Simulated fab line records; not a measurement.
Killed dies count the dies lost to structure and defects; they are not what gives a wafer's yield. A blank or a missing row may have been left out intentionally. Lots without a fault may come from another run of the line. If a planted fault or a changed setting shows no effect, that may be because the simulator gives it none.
fab line records	flow n5-finfet	part 1 of 2: steps 1 to 4 of 6
record: lots: 22	wafers: 66	last-day: 17
route steps=1938 shown SD_EPI_N@274 SD_EPI_P@308
lots untouched by any fault: they come from a run of this same line in which no faults occurred
start-h: start of the lot's first displayed wafer, in hours after the record's first day	wait-h: how many hours have passed since the lot's step before this one	" identical to the entry in the row above	L1.1+2: a single row standing in for several wafers	- no value, or no start was given	* or withheld: withheld	< > ~ a bound
route shown NAME@n: NAME is a module with steps in the file, n the number in the route of the first one	usual: mean and standard deviation over wafers with no fault	same: alike in all rows	chamber/n: place in a boat	sites: per-site readings	_std_site: standard deviation across them	_edge_site: the outer-site mean with the inner-site mean subtracted	radius-mm: for every site, how far away it sits from the centre of the wafer	mask NAME#n: copy n	behind: the most recent tool/chamber to have shaped the wafer	hold: the reason the lot was held/the length of the hold in hours/how it ended	device: the transistor (n, p or np) that didn't switch	end of line: the tests these same wafers got at the end of their route	step lacking rows: just its recipe	killed: dies lost to structure and defects at the first sort, not the wafer's yield	map: per-die view of a wafer (x killed, . not killed, _ where there is no die)
set.NAME: setting as actually run; set.NAME@STEP: the setting as run at that earlier step	model.NAME: the simulator's own value behind a step, which no gauge read
steps of the route over a sample of lots; a table a step, a row a wafer
services: a tool's chamber out of use, with start hour (start-h, from the record's first day; less than 0 if before it), hours out, and reason
== steps ==
step: N5_SD_EPI_N_ETCH_34
recipe: chemistry: CF4	target: SiARC	target-depth-a: 455	mask-material: CAR-ArF-block	time-s: 75.8	ion-energy-ev: 80	pressure-mtorr: 40	source-w: 545	bias-w: 36	Ar_flow_sccm: 100	cf4-flow-sccm: 100	ends: cleared
usual: drypump-motor-current-A: 5.4/0.49	etch-rf-on-time-s: 75.7/1.7	oes-product-au: 0.68/0.06	rf-vpp-V: 184.1/1.1	showerhead-plenum-p-Torr: 2.15/0.07	throttle-valve-pct: 15.59/0.26
lot.wafer	tool	chamber	start-h	wait-h	drypump-motor-current-A	etch-rf-on-time-s	oes-product-au	rf-hours-counter-h	rf-vpp-V	showerhead-plenum-p-Torr	throttle-valve-pct
L074.2	rie-diel-03	3	48.23	0.0	5.8	77.6	0.58	226	185.0	2.20	15.92
L074.3	"	0	"	"	6.2	73.4	0.63	177	185.8	2.22	15.78
L074.5	"	1	"	"	4.8	76.9	0.73	-	182.9	2.09	15.16
L075.1	rie-diel-06	0	58.85	0.0	5.0	74.3	0.64	150	186.1	2.22	15.77
L075.3	"	3	"	"	4.9	76.5	0.74	35	183.8	2.09	15.12
L075.5	"	3	"	"	4.9	76.1	0.74	-	182.7	2.09	15.14
L076.1	rie-diel-06	3	60.08	0.0	4.9	77.6	0.74	36	182.3	2.09	15.13
L076.4	"	1	"	"	5.3	75.8	0.71	62	183.1	2.18	15.54
L076.6	"	3	"	"	4.9	77.4	0.74	-	183.1	2.09	15.12
L077.2	rie-diel-06	2	67.10	0.0	5.2	73.2	0.73	73	183.5	2.08	15.58
L077.5	"	1	"	"	5.4	76.1	0.71	-	184.7	2.18	15.55
L077.6	"	0	"	"	5.0	75.9	0.65	-	183.4	2.22	15.78
L078.1	rie-diel-03	0	72.36	0.0	6.3	73.6	0.63	186	185.1	2.22	15.79
L078.2	"	3	"	"	5.8	77.7	0.58	235	184.6	2.19	15.92
L078.4	"	1	"	"	4.8	77.3	0.71	60	183.2	2.09	15.16
L079.1	rie-diel-06	1	76.64	0.0	5.4	77.0	0.70	68	183.9	2.18	15.57
L079.2	"	0	"	"	5.0	75.9	0.64	157	184.7	2.22	15.78
L079.5	"	0	"	"	5.1	76.3	0.64	-	184.5	2.22	15.77
L080.2	rie-diel-06	3	85.45	0.0	4.9	76.8	0.73	46	183.1	2.08	15.14
L080.3	"	1	"	"	5.4	76.3	0.71	71	185.4	2.18	15.57
L080.4	"	2	"	"	5.2	72.6	0.73	79	183.3	2.07	15.60
L082.1	rie-diel-06	1	97.16	0.0	5.4	76.0	0.71	74	184.3	2.18	15.58
L082.3	"	2	"	"	5.2	72.2	0.72	82	182.2	2.07	15.60
L082.6	"	1	"	"	5.4	76.9	0.70	-	182.7	2.18	15.58
L084.2	rie-diel-01	2	112.62	0.0	5.1	77.7	0.69	87	185.0	2.25	15.83
L084.5	"	3	"	"	6.5	73.4	0.78	-	185.7	2.27	15.27
L084.6	"	2	"	"	5.1	78.6	0.68	-	186.9	2.25	15.84
L085.1	rie-diel-06	1	119.75	0.0	5.4	75.7	0.69	82	183.5	2.18	15.61
L085.4	"	2	"	"	5.2	72.5	0.72	90	182.8	2.07	15.60
L085.5	"	3	"	"	4.9	76.8	0.71	-	182.3	2.08	15.18
L086.2	rie-diel-06	3	122.76	0.0	4.9	75.9	0.72	60	184.8	2.08	15.19
L086.4	"	2	"	"	5.2	73.3	0.71	91	184.3	2.07	15.62
L086.6	"	2	"	"	5.2	73.4	0.71	-	183.2	2.07	15.60
L087.1	rie-diel-03	2	126.65	0.0	5.7	76.8	0.61	191	183.4	2.06	15.84
L087.3	"	1	"	"	4.8	75.7	0.71	80	184.9	2.08	15.20
L087.5	"	1	"	"	4.8	75.8	0.70	-	183.5	2.08	15.22
L088.1	rie-diel-01	0	134.06	0.0	5.6	75.5	0.64	195	184.2	2.12	15.84
L088.2	"	3	"	"	6.6	74.0	0.77	32	184.4	2.27	15.28
L088.4	"	1	"	"	5.7	76.3	0.58	246	182.8	2.11	15.83
L089.2	rie-diel-03	1	139.62	0.0	4.8	76.9	0.69	86	182.6	2.08	15.22
L089.3	"	3	"	"	5.8	75.4	0.86	1	184.1	2.19	15.46
L089.5	"	3	"	"	5.8	75.8	0.85	-	184.7	2.19	15.46
L090.2	rie-diel-06	1	145.62	0.0	5.4	76.3	0.69	91	183.1	2.18	15.61
L090.3	"	2	"	"	5.2	73.5	0.70	99	184.5	2.07	15.63
L090.4	"	0	"	"	5.0	75.2	0.63	180	184.1	2.21	15.82
L091.3	rie-diel-06	1	149.66	0.0	5.4	76.5	0.69	93	185.5	2.17	15.59
L091.4	"	0	"	"	5.1	75.5	0.63	182	184.6	2.21	15.82
L091.6	"	2	"	"	5.2	74.0	0.70	-	182.9	2.07	15.64
L092.1	rie-diel-03	2	158.90	0.0	5.8	76.9	0.61	203	183.5	2.05	15.85
L092.2	"	3	"	"	5.8	76.5	0.81	8	184.8	2.18	15.49
L092.5	"	1	"	"	4.8	76.6	0.68	-	183.2	2.08	15.23
L093.4	rie-diel-01	0	163.26	0.0	5.6	74.9	0.62	206	184.5	2.12	15.85
L093.5	"	0	"	"	5.6	75.1	0.62	-	183.4	2.12	15.86
L093.6	"	3	"	"	6.5	73.6	0.74	-	185.3	2.27	15.30
L094.2	rie-diel-06	3	168.87	0.0	4.9	76.9	0.69	75	182.8	2.07	15.22
L094.3	"	2	"	"	5.2	72.6	0.70	108	184.1	2.07	15.64
L094.4	"	1	"	"	5.4	76.3	0.68	100	184.5	2.17	15.62
L095.1	rie-diel-03	0	174.07	0.0	6.2	73.5	0.61	223	184.6	2.20	15.87
L095.4	"	3	"	"	5.8	76.0	0.79	12	185.8	2.18	15.49
L095.5	"	0	"	"	6.2	73.0	0.61	-	184.0	2.20	15.85
L096.1	rie-diel-01	0	181.52	0.0	5.6	76.2	0.62	213	185.1	2.11	15.85
L096.2	"	3	"	"	6.5	75.0	0.73	51	186.0	2.26	15.32
L096.6	"	3	"	"	6.5	74.0	0.74	-	187.1	2.26	15.32
L097.1	rie-diel-01	2	189.50	0.0	5.2	78.5	0.66	115	183.5	2.24	15.90
L097.3	"	1	"	"	5.8	75.6	0.80	10	183.7	2.11	15.36
L097.5	"	2	"	"	5.2	78.8	0.66	-	184.5	2.24	15.88
step: N5_SD_EPI_N_ETCH_45
recipe: chemistry: CH3F/O2	target: SiOCN	target-depth-a: 60	mask-material: SOC	ion-energy-ev: 60	bias-w: 29	pressure-mtorr: 15	source-w: 410	Ar_flow_sccm: 150	CH3F_flow_sccm: 30	O2_flow_sccm: 20
usual: drypump-motor-current-A: 5.4/0.49	oes-product-au: 0.80/0.071	rf-vpp-V: 127.5/0.99	showerhead-plenum-p-Torr: 2.00/0.067	throttle-valve-pct: 23.32/0.24
lot.wafer	tool	chamber	start-h	wait-h	drypump-motor-current-A	oes-product-au	rf-hours-counter-h	rf-vpp-V	showerhead-plenum-p-Torr	throttle-valve-pct
L074.2	rie-diel-03	3	48.71	0.1	5.8	0.69	226	128.3	2.05	23.50
L074.3	"	0	"	"	6.3	0.73	178	128.0	2.06	23.46
L074.5	"	1	"	"	4.8	0.86	-	126.0	1.95	22.98
L075.1	rie-diel-06	0	59.33	0.1	5.1	0.76	151	129.4	2.07	23.53
L075.3	"	3	"	"	4.9	0.87	36	128.2	1.94	22.91
L075.5	"	3	"	"	4.9	0.87	-	128.1	1.94	22.90
L076.1	rie-diel-06	3	60.56	0.1	4.9	0.87	36	126.0	1.94	22.92
L076.4	"	1	"	"	5.4	0.84	62	129.7	2.03	23.33
L076.6	"	3	"	"	4.9	0.87	-	126.6	1.94	22.94
L077.2	rie-diel-06	2	67.58	0.1	5.2	0.85	73	125.4	1.93	23.32
L077.5	"	1	"	"	5.4	0.84	-	127.5	2.03	23.35
L077.6	"	0	"	"	5.0	0.75	-	126.4	2.07	23.51
L078.1	rie-diel-03	0	72.84	0.1	6.3	0.73	187	127.7	2.06	23.47
L078.2	"	3	"	"	5.8	0.68	235	128.8	2.05	23.48
L078.4	"	1	"	"	4.8	0.84	60	127.5	1.95	22.99
L079.1	rie-diel-06	1	77.12	0.1	5.3	0.83	68	129.8	2.03	23.35
L079.2	"	0	"	"	5.0	0.75	158	126.6	2.07	23.51
L079.5	"	0	"	"	5.0	0.75	-	127.4	2.07	23.54
L080.2	rie-diel-06	3	85.93	0.1	4.9	0.85	46	126.8	1.94	22.95
L080.3	"	1	"	"	5.4	0.82	71	128.4	2.03	23.36
L080.4	"	0	"	"	5.0	0.74	-	128.1	2.07	23.52
L082.1	rie-diel-06	1	97.65	0.1	5.4	0.82	75	127.4	2.03	23.36
L082.3	"	2	"	"	5.2	0.84	82	126.9	1.93	23.33
L082.6	"	1	"	"	5.3	0.82	-	128.4	2.03	23.35
L084.2	rie-diel-01	2	113.10	0.1	5.1	0.81	88	128.7	2.11	23.65
L084.5	"	3	"	"	6.5	0.91	-	127.4	2.12	22.98
L084.6	"	2	"	"	5.2	0.81	-	129.2	2.11	23.66
L085.1	rie-diel-06	1	120.23	0.1	5.4	0.82	82	126.3	2.03	23.37
L085.4	"	2	"	"	5.2	0.83	90	127.0	1.93	23.34
L085.5	"	3	"	"	4.9	0.84	-	126.7	1.93	22.92
L086.2	rie-diel-06	3	123.24	0.1	4.9	0.85	60	127.1	1.93	22.95
L086.4	"	2	"	"	5.2	0.83	92	126.7	1.93	23.34
L086.6	"	2	"	"	5.2	0.83	-	128.2	1.93	23.35
L087.1	rie-diel-03	2	127.13	0.1	5.7	0.71	191	127.2	1.91	23.56
L087.3	"	1	"	"	4.8	0.82	80	126.8	1.94	23.04
L087.5	"	1	"	"	4.8	0.81	-	127.2	1.95	23.02
L088.1	rie-diel-01	0	134.54	0.1	5.6	0.74	195	128.5	1.97	23.39
L088.2	"	3	"	"	6.5	0.89	33	128.7	2.11	22.99
L088.4	"	1	"	"	5.7	0.68	247	127.4	1.96	23.47
L089.2	rie-diel-03	1	140.10	0.1	4.8	0.82	86	126.6	1.94	23.04
L089.3	"	3	"	"	5.8	1.01	1	128.5	2.04	23.23
L089.5	"	3	"	"	5.8	1.00	-	127.5	2.04	23.25
L090.2	rie-diel-06	1	146.10	0.1	5.3	0.80	91	127.3	2.03	23.39
L090.3	"	2	"	"	5.2	0.83	99	127.3	1.92	23.35
L090.4	"	0	"	"	5.0	0.73	181	128.8	2.06	23.53
L091.3	rie-diel-06	1	150.14	0.1	5.3	0.80	93	127.2	2.02	23.39
L091.4	"	0	"	"	5.1	0.73	182	128.2	2.06	23.57
L091.6	"	2	"	"	5.2	0.82	-	127.2	1.92	23.36
L092.1	rie-diel-03	2	159.38	0.1	5.8	0.71	203	126.2	1.90	23.59
L092.2	"	3	"	"	5.8	0.97	8	127.6	2.04	23.25
L092.5	"	1	"	"	4.8	0.81	-	126.6	1.94	23.04
L093.4	rie-diel-01	0	163.74	0.1	5.6	0.73	207	128.2	1.96	23.40
L093.5	"	0	"	"	5.6	0.73	-	126.0	1.96	23.41
L093.6	"	3	"	"	6.5	0.87	-	127.9	2.11	23.01
L094.2	rie-diel-06	3	169.35	0.1	4.9	0.82	75	125.9	1.93	22.96
L094.3	"	2	"	"	5.2	0.80	108	125.6	1.92	23.35
L094.4	"	1	"	"	5.4	0.80	100	126.7	2.02	23.40
L095.1	rie-diel-03	0	174.55	0.1	6.3	0.70	223	128.3	2.05	23.54
L095.4	"	3	"	"	5.8	0.95	12	127.6	2.04	23.26
L095.5	"	0	"	"	6.3	0.70	-	127.0	2.05	23.53
L096.1	rie-diel-01	0	182.00	0.1	5.6	0.73	213	126.1	1.96	23.42
L096.2	"	3	"	"	6.5	0.86	52	127.1	2.11	23.02
L096.6	"	3	"	"	6.5	0.85	-	128.0	2.11	23.02
L097.1	rie-diel-01	2	189.98	0.1	5.2	0.78	116	129.3	2.10	23.69
L097.3	"	1	"	"	5.7	0.93	11	126.2	1.96	23.15
L097.5	"	2	"	"	5.1	0.77	-	128.1	2.10	23.68
step: N5_SD_EPI_N_STRIP_38
recipe: chemistry: N2/H2	power-w: 1000	temp-c: 250	h2-frac: 0.65	overash-fraction: 0.3	pressure-mtorr: withheld	n2-flow-sccm: 1750	h2-flow-sccm: 3250
usual: drypump-motor-current-A: 5.7/0.42	heater-power-w: 348/32	oes-product-au: 0.760/0.011
lot.wafer	tool	chamber	start-h	wait-h	drypump-motor-current-A	heater-power-w	oes-product-au	rf-hours-counter-h
L074.2	plasma-asher-01	0	48.98	0.1	5.2	361	0.741	91
L074.3	"	0	"	"	5.2	368	0.764	-
L074.5	"	1	"	"	6.2	316	0.763	-
L075.1	plasma-asher-01	1	59.60	0.1	6.2	317	0.755	93
L075.3	"	0	"	"	5.2	359	0.775	-
L075.5	"	0	"	"	5.2	373	0.779	-
L076.1	plasma-asher-01	1	60.83	0.1	6.2	310	0.755	94
L076.4	"	0	"	"	5.2	371	0.773	-
L076.6	"	1	"	"	6.2	321	0.759	-
L077.2	plasma-asher-01	0	67.84	0.1	5.2	368	0.759	95
L077.5	"	0	"	"	5.1	368	0.752	-
L077.6	"	1	"	"	6.2	319	0.767	-
L078.1	plasma-asher-01	1	73.10	0.1	6.2	323	0.756	96
L078.2	"	0	"	"	5.2	356	0.763	96
L078.4	"	0	"	"	5.2	378	0.762	-
L079.1	plasma-asher-02	0	77.39	0.1	5.9	321	0.767	29
L079.2	"	1	"	"	5.6	412	0.763	29
L079.5	"	0	"	"	5.9	315	0.769	-
L080.2	plasma-asher-02	0	86.19	0.1	5.9	316	0.754	30
L080.3	"	0	"	"	5.9	323	0.758	-
L080.4	"	1	"	"	5.6	401	0.772	-
L082.1	plasma-asher-02	0	97.91	0.1	5.9	317	0.757	33
L082.3	"	0	"	"	5.8	317	0.769	-
L082.6	"	1	"	"	5.6	397	0.757	-
L084.2	plasma-asher-01	0	113.37	0.1	5.2	362	0.747	104
L084.5	"	0	"	"	5.2	363	0.756	-
L084.6	"	1	"	"	6.2	316	0.771	-
L085.1	plasma-asher-01	0	120.50	0.1	5.2	359	0.755	104
L085.4	"	1	"	"	6.2	322	0.777	-
L085.5	"	1	"	"	6.2	323	0.769	-
L086.2	plasma-asher-01	1	123.51	0.1	6.2	323	0.777	105
L086.4	"	1	"	"	6.2	319	0.765	-
L086.6	"	0	"	"	5.2	362	0.764	-
L087.1	plasma-asher-01	0	127.39	0.1	5.2	372	0.777	106
L087.3	"	0	"	"	5.2	359	0.754	-
L087.5	"	1	"	"	6.2	314	0.758	-
L088.1	plasma-asher-01	0	134.82	0.1	5.2	369	0.768	106
L088.2	"	1	"	"	6.2	320	0.743	106
L088.4	"	0	"	"	5.2	373	0.758	-
L089.2	plasma-asher-01	0	140.37	0.1	5.2	364	0.767	108
L089.3	"	1	"	"	6.2	325	0.752	-
L089.5	"	1	"	"	6.2	317	0.739	-
L090.2	plasma-asher-02	1	146.37	0.1	5.7	409	0.766	42
L090.3	"	1	"	"	5.6	410	0.759	-
L090.4	"	0	"	"	5.8	319	0.753	-
L091.3	plasma-asher-02	0	150.43	0.1	5.8	319	0.769	-
L091.4	"	1	"	"	5.6	397	0.748	-
L091.6	"	1	"	"	5.7	402	0.751	-
L092.1	plasma-asher-01	0	159.65	0.1	5.2	361	0.774	112
L092.2	"	1	"	"	6.2	313	0.749	112
L092.5	"	1	"	"	6.2	324	0.754	-
L093.4	plasma-asher-01	0	164.04	0.1	5.2	369	0.731	-
L093.5	"	1	"	"	6.2	316	0.762	-
L093.6	"	0	"	"	5.2	381	0.756	-
L094.2	plasma-asher-01	0	169.62	0.1	5.2	368	0.762	114
L094.3	"	1	"	"	6.2	319	0.785	-
L094.4	"	0	"	"	5.2	369	0.752	-
L095.1	plasma-asher-01	1	174.81	0.1	6.2	323	0.758	116
L095.4	"	0	"	"	5.2	364	0.771	-
L095.5	"	1	"	"	6.2	327	0.752	-
L096.1	plasma-asher-01	0	182.26	0.1	5.2	362	0.746	117
L096.2	"	1	"	"	6.2	323	0.756	117
L096.6	"	1	"	"	6.2	319	0.773	-
L097.1	plasma-asher-01	1	190.24	0.1	6.2	317	0.761	119
L097.3	"	1	"	"	6.2	322	0.763	-
L097.5	"	0	"	"	5.2	361	0.757	-
step: N5_SD_EPI_N_VAPOR_ETCH_50
recipe: chemistry: HCl	target: Si	temp-c: 775	time-s: 54	pressure-torr: 20	mode: isotropic
usual: susceptor-temp-C: 775.0/0.35	throttle-valve-pct: 11.89/0.16
lot.wafer	tool	chamber	start-h	wait-h	susceptor-temp-C	throttle-valve-pct
L074.2	epi-rpcvd-03	0	49.72	0.3	775.6	11.87
L074.3	"	0	"	"	775.4	11.84
L074.5	"	0	"	"	774.8	11.85
L075.1	epi-rpcvd-02	0	60.31	0.3	775.3	12.27
L075.3	"	0	"	"	775.1	11.98
L075.5	"	0	"	"	775.3	12.12
L076.1	epi-rpcvd-03	0	61.54	0.3	775.0	11.80
L076.4	"	0	"	"	775.1	11.83
L076.6	"	0	"	"	775.4	11.99
L077.2	epi-rpcvd-01	0	68.71	0.4	774.5	11.50
L077.5	"	0	"	"	774.9	11.92
L077.6	"	0	"	"	775.0	11.96
L078.1	epi-rpcvd-03	0	73.82	0.3	775.2	11.55
L078.2	"	0	"	"	774.9	12.09
L078.4	"	0	"	"	775.4	11.86
L079.1	epi-rpcvd-03	0	78.10	0.3	774.4	11.82
L079.2	"	0	"	"	774.9	11.72
L079.5	"	0	"	"	774.7	11.96
L080.2	epi-rpcvd-03	0	87.05	0.3	775.7	12.05
L080.3	"	0	"	"	774.9	11.83
L080.4	"	0	"	"	775.2	11.92
L082.1	epi-rpcvd-01	0	98.74	0.4	774.7	11.90
L082.3	"	0	"	"	775.1	11.89
L082.6	"	0	"	"	774.7	11.84
L084.2	epi-rpcvd-03	0	114.13	0.3	774.7	11.85
L084.5	"	0	"	"	774.2	12.09
L084.6	"	0	"	"	774.9	11.74
L085.1	epi-rpcvd-03	0	121.21	0.3	774.9	11.78
L085.4	"	0	"	"	774.7	12.07
L085.5	"	0	"	"	775.1	11.68
L086.2	epi-rpcvd-01	0	124.38	0.4	775.0	11.74
L086.4	"	0	"	"	775.0	11.87
L086.6	"	0	"	"	775.0	12.00
L087.1	epi-rpcvd-01	0	128.23	0.4	774.9	11.83
L087.3	"	0	"	"	775.4	11.88
L087.5	"	0	"	"	775.3	11.79
L088.1	epi-rpcvd-02	0	135.65	0.4	774.7	12.10
L088.2	"	0	"	"	774.7	12.06
L088.4	"	0	"	"	774.6	11.95
L089.2	epi-rpcvd-01	0	141.11	0.3	774.8	11.94
L089.3	"	0	"	"	775.1	11.98
L089.5	"	0	"	"	774.8	11.86
L090.2	epi-rpcvd-02	0	147.41	0.5	775.5	12.00
L090.3	"	0	"	"	775.1	11.94
L090.4	"	0	"	"	775.3	12.07
L091.3	epi-rpcvd-01	0	151.20	0.2	774.9	12.01
L091.4	"	0	"	"	774.6	11.78
L091.6	"	0	"	"	774.5	11.72
L092.1	epi-rpcvd-01	0	160.48	0.4	775.2	11.86
L092.2	"	0	"	"	774.8	11.98
L092.5	"	0	"	"	775.1	11.91
L093.4	epi-rpcvd-03	0	164.82	0.2	774.8	11.85
L093.5	"	0	"	"	774.8	11.84
L093.6	"	0	"	"	775.1	12.00
L094.2	epi-rpcvd-03	0	170.36	0.3	774.6	11.91
L094.3	"	0	"	"	774.4	11.90
L094.4	"	0	"	"	775.0	11.75
L095.1	epi-rpcvd-03	0	175.52	0.3	775.3	11.88
L095.4	"	0	"	"	774.7	12.00
L095.5	"	0	"	"	774.9	11.94
L096.1	epi-rpcvd-01	0	182.97	0.3	774.9	11.81
L096.2	"	0	"	"	774.9	11.71
L096.6	"	0	"	"	775.1	11.68
L097.1	epi-rpcvd-02	0	190.95	0.3	775.2	12.06
L097.3	"	0	"	"	774.9	12.02
L097.5	"	0	"	"	774.5	12.23
